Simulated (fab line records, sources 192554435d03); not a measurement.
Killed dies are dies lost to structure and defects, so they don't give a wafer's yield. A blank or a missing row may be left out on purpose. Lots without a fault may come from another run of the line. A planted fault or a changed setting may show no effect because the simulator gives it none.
Problem report in the 8D (eight disciplines) form, filled by code | flow n5_finfet | the parts of the form that need people (team, actions taken, sign-off) are left out

1. THE PROBLEM
killed_at_M4_up at N5_PASSIVATION_PROBE_49 reads a mean of 105 on 2 wafers of 1 lot; wafers without a fault read 13 with a standard deviation of 5.2. That is +18 standard deviations from the usual mean.
First seen on wafer L230.2, day 16 14:25, on prober-02. The record holds 2 wafers of 1 lot with a number at this step. Rule for "out", or "out of limits": more than 4 standard deviations from the usual mean. The other wafers with a number count as sound.

2. WHAT IT IS AND WHAT IT IS NOT
question                    | is                                                                                                   | is not
which readings at this step | killed_at_M4_up, defect_limited_yield, killed_dies, sort_bin_5_function, sort_n_pass, sort_yield_pct | killed_at_M0_to_M3, killed_at_contacts, killed_at_front_end, killed_at_other, killed_open, killed_short
which lots                  | L230                                                                                                 | -
which wafers of those lots  | all that have a number                                                                               | -
read on which tools         | prober-02                                                                                            | -
when                        | from day 16 14:25                                                                                    | up to then (0 sound wafers)

3. SUSPECTS, AND WHAT RULES EACH OUT
Counting: a tool at a process step up to the reading stays a suspect if it ran every lot that is out and no sound lot after the first of them.
- plasma_asher-02 at N5_BEOL_M13_STRIP_37 (strips in N2/H2): kept. It ran the lot that is out, L230 (day 14 23:51), and no sound lot after that.
- cmp-03 at N5_BEOL_M15_CMP_49 (polishes, stops on SiO2, t overpolish 4.9 s, target thk 850 nm): kept. It ran the lot that is out, L230 (day 16 00:15), and no sound lot after that.
- rie_metal-02 at N5_MIM_TOP_ETCH_ETCH_00 (etches TiN in Cl2/BCl3, target depth 38.5 nm): kept. It ran the lot that is out, L230 (day 16 04:49), and no sound lot after that.
- rie_diel-04 at N5_PASSIVATION_STRIP_48 (strips in O2): kept. It ran the lot that is out, L230 (day 16 11:52), and no sound lot after that.
- prober-02 at N5_PASSIVATION_PROBE_49: kept. It ran the lot that is out, L230 (day 16 14:25), and no sound lot after that. Its own readings are out on those wafers: defect_limited_yield, killed_at_M4_up, killed_dies, sort_bin_5_function, sort_n_pass, sort_yield_pct.
Left after counting: plasma_asher-02 at N5_BEOL_M13_STRIP_37, cmp-03 at N5_BEOL_M15_CMP_49, rie_metal-02 at N5_MIM_TOP_ETCH_ETCH_00, rie_diel-04 at N5_PASSIVATION_STRIP_48, prober-02 at N5_PASSIVATION_PROBE_49.

4. THE CAUSE (what the simulator had put in)
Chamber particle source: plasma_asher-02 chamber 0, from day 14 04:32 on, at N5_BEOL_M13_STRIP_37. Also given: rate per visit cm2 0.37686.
Counting left 5 suspects, and this tool is among them.

5. THE CHAIN OF EFFECTS, in route order
Each row: a reading whose mean over the struck wafers that have a number lies more than 3 standard deviations from the usual. Only readings for which the record gives a usual standard deviation are gone through. hours: the time from each lot's start at the first step in this table that gives one to its start at this step, as a median over the lots. sigmas: the change in usual standard deviations.
hours | step                    | reading              | usual  | on struck wafers | change | sigmas
0     | N5_PASSIVATION_PROBE_49 | defect_limited_yield | 91.6 % | 85.0             | -6.6   | -5.5
0     | N5_PASSIVATION_PROBE_49 | killed_at_M4_up      | 13     | 105              | +92    | +18
0     | N5_PASSIVATION_PROBE_49 | killed_dies          | 99     | 177              | +78    | +5.2
0     | N5_PASSIVATION_PROBE_49 | sort_bin_5_function  | 4.9 %  | 9.3              | +4.4   | +5.7
0     | N5_PASSIVATION_PROBE_49 | sort_n_pass          | 1081   | 1003             | -78    | -5.2
0     | N5_PASSIVATION_PROBE_49 | sort_yield_pct       | 91.6 % | 85.0             | -6.6   | -5.5
The process steps in it:
- N5_PASSIVATION_PROBE_49

6. WHAT WOULD HAVE CAUGHT IT SOONER
In this record the first reading out of limits was taken at day 16 14:25, 58 hours after the fault began at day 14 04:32.
Of the tool readings at N5_BEOL_M13_STRIP_37 for which the record gives a usual standard deviation, none was out on any struck wafer, so an alarm limit of 4 standard deviations on them would not have fired.
All the lots that are out (1) had begun N5_BEOL_M13_STRIP_37 on plasma_asher-02 by day 16 14:25. A hold on the tool at that time would have spared none of them.
